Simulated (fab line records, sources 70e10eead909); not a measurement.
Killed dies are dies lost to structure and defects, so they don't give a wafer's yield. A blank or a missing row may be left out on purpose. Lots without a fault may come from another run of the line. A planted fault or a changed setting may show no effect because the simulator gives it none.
fab line records | flow nand_harc
record lots=11 wafers=33 last_day=27
route steps=1159 shown P_M1@295
lots that met no fault: from a run of the same line without faults
start_h: hours from the record's first day to the start of the lot's first wafer shown | wait_h: hours since the lot's step before | " the same as in the row above | L1.1+2: a row that stands for several wafers | - no value, or no start given | * or withheld: withheld | < > ~ a bound
route shown NAME@n: a module of which the file shows steps, and the number in the route of the first | usual: mean/standard deviation of fault-free wafers | same: alike in all rows | chamber/n: place in a boat | sites: the reading at each site | _std_site: their standard deviation | _edge_site: outer sites' mean less inner sites' | radius_mm: how far each site lies from the wafer's centre | mask NAME#n: copy n | behind: the tool/chamber that last shaped the wafer | hold: why the lot was held/for how many hours/how that ended | device: the transistor (n, p or np) that didn't switch | end of line: the same wafers' tests at the end of the route | a step without rows: its recipe alone | killed: dies lost to structure and defects at the first sort, not the wafer's yield | map: a wafer's dies, x killed, . not, _ none there
set.NAME: the setting as run; set.NAME@STEP: as run at that earlier step | model.NAME: the simulator's own value behind a step, which no gauge read
steps of the route over a sample of lots; a table a step, a row a wafer
services: from which hour (start_h, from the record's first day; less than 0 if before it) a tool's chamber was out of use, for how many hours, and why
## steps
# step NHARC_P_M1_CD_MEAS_09
# recipe target_cd_nm=130 landing_energy_ev=500
# usual cd_nm=129.8/0.57
# columns lot.wafer tool chamber start_h wait_h cd_nm
L402.1 cd_sem-01 0 133.06 - 128.8
L402.3 " 0 " " 129.6
L402.4 " 0 " " 129.2
L404.1 cd_sem-01 0 141.41 - 130.0
L404.4 " 0 " " 130.7
L404.5 " 0 " " 129.8
L405.4 cd_sem-01 0 148.97 - 130.2
L405.5 " 0 " " 130.2
L405.6 " 0 " " 130.2
L406.1 cd_sem-01 0 162.69 - 130.1
L406.2 " 0 " " 130.0
L406.4 " 0 " " 129.4
L408.2 cd_sem-02 0 163.83 - 130.6
L408.4 " 0 " " 129.9
L408.6 " 0 " " 130.1
L410.1 cd_sem-01 0 172.82 - 129.2
L410.3 " 0 " " 129.1
L410.5 " 0 " " 128.8
L409.3 cd_sem-01 0 173.56 - 129.2
L409.5 " 0 " " 129.2
L409.6 " 0 " " 129.2
L411.4 cd_sem-01 0 198.75 - 129.8
L411.5 " 0 " " 130.2
L411.6 " 0 " " 129.8
L421.1 cd_sem-02 0 246.77 - 130.6
L421.2 " 0 " " 130.7
L421.6 " 0 " " 129.9
L422.2 cd_sem-02 0 248.87 - 129.3
L422.5 " 0 " " 129.7
L422.6 " 0 " " 128.8
L423.3 cd_sem-03 0 265.53 - 129.1
L423.4 " 0 " " 129.9
L423.6 " 0 " " 128.9
# step NHARC_P_M1_DESCUM_14
# recipe time_s=3 o2_flow_sccm=200 ar_flow_sccm=0 bias_power_w=0 chemistry=O2
# usual chamber_pressure_mTorr=60.00/0.053 drypump_motor_current_A=5.6/0.33 oes_product_au=1.003/0.0066 rf_vpp_V=58.0/0.92 showerhead_plenum_p_Torr=1.95/0.083 throttle_valve_pct=11.310/0.0097
# columns lot.wafer tool chamber start_h wait_h chamber_pressure_mTorr drypump_motor_current_A oes_product_au rf_hours_counter_h rf_vpp_V showerhead_plenum_p_Torr throttle_valve_pct
L402.3 rie_diel-12 3 133.26 0.1 59.97 5.1 1.005 4.6 57.7 1.88 11.337
L402.1 " 0 " " 60.01 5.3 0.999 5.1 59.1 1.95 11.300
L402.4 " 1 " " 60.06 5.7 1.004 4.9 56.3 1.81 11.308
L404.1 rie_diel-12 3 141.60 0.1 59.96 5.1 0.998 5.1 58.1 1.88 11.303
L404.4 " 0 " " 60.07 5.3 1.004 5.5 57.0 1.95 11.326
L404.5 " 0 " " 59.90 5.3 1.001 - 56.9 1.94 11.308
L405.4 rie_diel-07 2 149.14 0.1 59.93 5.6 1.004 2.2 58.4 1.99 11.293
L405.6 " 2 " " 59.96 5.6 1.013 - 57.1 1.99 11.314
L405.5 " 3 " " 59.97 5.4 0.996 - 58.0 2.07 11.303
L406.1 rie_diel-12 0 162.89 0.1 59.98 5.3 1.005 7.6 56.9 1.94 11.302
L406.2 " 1 " " 60.00 5.7 1.001 7.1 56.9 1.81 11.315
L406.4 " 2 " " 60.05 5.4 1.000 7.1 58.9 2.03 11.304
L408.4 rie_diel-01 3 164.03 0.1 60.11 5.5 1.002 2.1 59.3 1.98 11.310
L408.2 " 1 " " 59.88 5.2 0.995 1.4 56.9 1.80 11.317
L408.6 " 3 " " 60.02 5.5 1.007 - 58.0 1.98 11.307
L410.3 rie_diel-07 1 173.02 0.1 60.05 6.0 0.997 2.9 58.7 2.02 11.303
L410.1 " 0 " " 59.99 5.2 0.999 2.9 58.8 2.04 11.309
L410.5 " 2 " " 59.93 5.6 1.016 - 59.2 1.99 11.307
L409.3 rie_diel-01 3 173.77 0.1 59.98 5.5 0.994 3.0 59.0 1.98 11.305
L409.5 " 0 " " 60.01 6.3 0.999 - 56.5 1.92 11.299
L409.6 " 1 " " 60.08 5.2 1.003 - 57.5 1.80 11.316
L411.4 rie_diel-01 0 198.92 0.1 60.01 6.3 0.993 3.9 57.7 1.92 11.301
L411.6 " 0 " " 59.97 6.3 0.988 - 57.2 1.92 11.295
L411.5 " 1 " " 59.95 5.2 1.001 - 56.3 1.80 11.310
L421.1 rie_diel-12 2 246.97 0.1 60.02 5.4 0.993 1.3 56.0 2.03 11.320
L421.2 " 3 " " 60.11 5.1 1.007 1.6 58.1 1.87 11.306
L421.6 " 0 " " 60.03 5.3 0.996 - 59.2 1.94 11.296
L422.2 rie_diel-01 3 249.06 0.1 60.01 5.5 0.996 5.8 56.4 1.98 11.310
L422.5 " 2 " " 60.04 5.7 1.002 - 58.1 1.96 11.320
L422.6 " 3 " " 59.94 5.5 0.996 - 58.0 1.98 11.321
L423.3 rie_diel-07 1 265.71 0.1 59.98 6.0 1.011 0.8 56.9 2.02 11.323
L423.4 " 2 " " 59.99 5.7 1.013 0.7 59.3 1.99 11.310
L423.6 " 2 " " 60.01 5.7 0.997 - 57.1 1.99 11.317
# step NHARC_P_M1_PVD_21
# recipe target_thk_a=300 chamber_pressure_pa=5 power_w=5000 substrate_temp_c=30 time_s=20.49 material=Cu
# usual throttle_valve_pct=29.8/0.97
# columns lot.wafer tool chamber start_h wait_h throttle_valve_pct
L402.1 pvd_sputter-01 - - - 29.4
L402.3 " - " " 30.5
L402.4 " - " " 28.3
L404.1 pvd_sputter-01 - - - 28.3
L404.4 " - " " 30.9
L404.5 " - " " 28.2
L405.4 pvd_sputter-01 - - - 28.5
L405.5 " - " " 30.5
L405.6 " - " " 28.3
L406.2 pvd_sputter-03 - - - 29.2
L406.1 " - " " 30.3
L406.4 " - " " 28.9
L408.4 pvd_sputter-03 - - - 29.1
L408.2 " - " " 30.3
L408.6 " - " " 29.0
L410.1 pvd_sputter-02 - - - 29.0
L410.3 " - " " 30.8
L410.5 " - " " 30.2
L409.3 pvd_sputter-01 - - - 28.0
L409.6 " - " " 30.4
L409.5 " - " " 28.1
L411.4 pvd_sputter-01 - - - 27.7
L411.5 " - " " 28.6
L411.6 " - " " 30.3
L421.2 pvd_sputter-03 - - - 30.4
L421.1 " - " " 29.2
L421.6 " - " " 30.3
L422.2 pvd_sputter-02 - - - 29.9
L422.6 " - " " 29.8
L422.5 " - " " 29.0
L423.4 pvd_sputter-03 - - - 30.1
L423.3 " - " " 28.9
L423.6 " - " " 29.1
# step NHARC_P_M1_ECD_22
# recipe target_thk_a=4000 bath_temp_c=25 material=Cu
# columns lot.wafer tool chamber start_h wait_h
L402.1+4+3 ecd_cu-01 1,0,1 134.71 -
L404.1+4+5 ecd_cu-01 0,1,1 143.02 -
L405.4+5+6 ecd_cu-02 1,1,0 150.64 -
L406.1+2+4 ecd_cu-01 0,1,0 164.29 -
L408.2+4+6 ecd_cu-01 0,0,1 165.48 -
L410.1+3+5 ecd_cu-01 1,1,0 174.47 -
L409.3+5+6 ecd_cu-01 0,0,1 175.23 -
L411.4+5+6 ecd_cu-01 0,1,0 200.66 -
L421.2+1+6 ecd_cu-02 1,0,1 248.35 -
L422.2+5+6 ecd_cu-02 1,1,0 250.46 -
L423.4+3+6 ecd_cu-01 1,0,1 267.53 -
# step NHARC_P_M1_CMP_23
# recipe t_overpolish_s=20 target_thk_nm=157.82
# usual motor_current_A=12.2/1.2 retaining_ring_pressure_frac=1.000/0.0051 slurry_flow_ml_min=150.0/0.48 time_to_endpoint_s=28.1/2.2
# columns lot.wafer tool chamber start_h wait_h motor_current_A retaining_ring_pressure_frac slurry_flow_ml_min time_to_endpoint_s
L402.3 cmp-03 2 135.41 - 12.8 0.986 149.5 28.8
L402.4 " 0 " " 11.2 0.998 149.6 29.8
L402.1 " 1 " " 12.8 0.995 150.4 30.4
L404.1 cmp-04 0 143.74 - 10.5 0.996 150.1 28.7
L404.4 " 3 " " 11.1 0.998 149.8 28.7
L404.5 " 0 " " 10.5 0.996 150.4 26.1
L405.4 cmp-04 2 151.32 - 12.8 1.001 150.5 27.6
L405.5 " 0 " " 10.5 1.003 149.9 25.1
L405.6 " 1 " " 12.1 1.013 150.6 25.7
L406.4 cmp-03 2 165.05 - 13.0 1.000 150.0 30.9
L406.1 " 3 " " 13.5 0.999 149.8 30.0
L406.2 " 0 " " 11.6 1.000 149.8 31.9
L408.2 cmp-02 0 166.16 - 14.7 1.003 150.3 26.4
L408.4 " 3 " " 11.7 1.007 149.8 26.7
L408.6 " 1 " " 10.6 1.001 150.8 24.9
L410.3 cmp-04 3 175.18 - 11.1 0.999 150.1 30.5
L410.1 " 2 " " 13.3 0.999 150.2 29.6
L410.5 " 0 " " 10.8 1.001 149.9 26.6
L409.3 cmp-03 1 175.91 - 13.3 1.002 149.6 31.9
L409.5 " 3 " " 14.1 0.990 150.7 31.0
L409.6 " 0 " " 11.1 0.999 150.4 17.3
L411.4 cmp-04 2 201.29 - 13.2 1.002 149.3 25.6
L411.5 " 1 " " 12.4 0.999 149.4 13.2
L411.6 " 2 " " 13.2 1.006 150.1 25.5
L421.2 cmp-03 0 249.11 - 10.6 0.999 149.5 28.9
L421.1 " 1 " " 12.4 1.001 149.9 30.2
L421.6 " 3 " " 12.9 1.001 150.6 25.8
L422.2 cmp-03 1 251.18 - 13.1 1.001 150.4 29.5
L422.5 " 1 " " 12.4 0.993 150.3 31.7
L422.6 " 2 " " 12.8 0.993 149.8 29.0
L423.4 cmp-02 0 268.15 - 14.0 0.997 150.6 29.1
L423.3 " 3 " " 12.3 1.010 150.5 24.4
L423.6 " 0 " " 14.2 0.983 150.1 25.3
## services
# columns tool chamber start_h hours kind
rie_diel-01 3 110.10 10.6 repair
cmp-04 - 110.72 1.8 repair
pvd_sputter-01 - 124.79 1.1 repair
rie_diel-01 - 125.82 0.7 repair
cmp-02 - 128.50 4.0 pm
rie_diel-01 - 137.80 9.0 pm
cmp-03 - 156.00 4.0 pm
pvd_sputter-01 - 158.00 10.0 pm
cmp-03 - 160.02 0.3 repair
rie_diel-12 1 175.73 6.7 repair
ecd_cu-02 - 180.00 8.0 pm
ecd_cu-02 - 198.63 2.8 repair
rie_diel-01 3 200.75 34.3 repair
rie_diel-01 2 202.18 19.0 repair
rie_diel-12 - 202.40 9.0 pm
cmp-04 - 203.00 4.0 pm
pvd_sputter-03 - 204.12 0.7 repair
rie_diel-07 - 228.20 9.0 pm
ecd_cu-02 - 230.77 11.8 repair
cmp-04 - 242.67 4.3 repair
cmp-03 - 254.00 4.0 pm
rie_diel-12 - 254.35 0.8 repair
cmp-03 - 263.44 2.8 repair
ecd_cu-02 - 265.23 2.7 repair
## key
first_sign step=NHARC_P_M1_CMP_23 reading=time_to_endpoint_s direction=down sigmas=6 usual=* struck=*
effect none on later readings
met_at NHARC_P_M1_ECD_22
struck_lots L409,L411
struck_wafers L409.6,L411.5
not_acting_at NHARC_P_M1_CD_MEAS_09,NHARC_P_M1_DESCUM_14,NHARC_P_M1_PVD_21
onset_between 174.47 175.23
fault kind=process_parameter_drift tool=ecd_cu-01 chamber=1 onset_h=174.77 steps=NHARC_P_M1_ECD_22 channel=target_thk_a offset=* shape=step end_h=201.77 acts_in=* stated=*
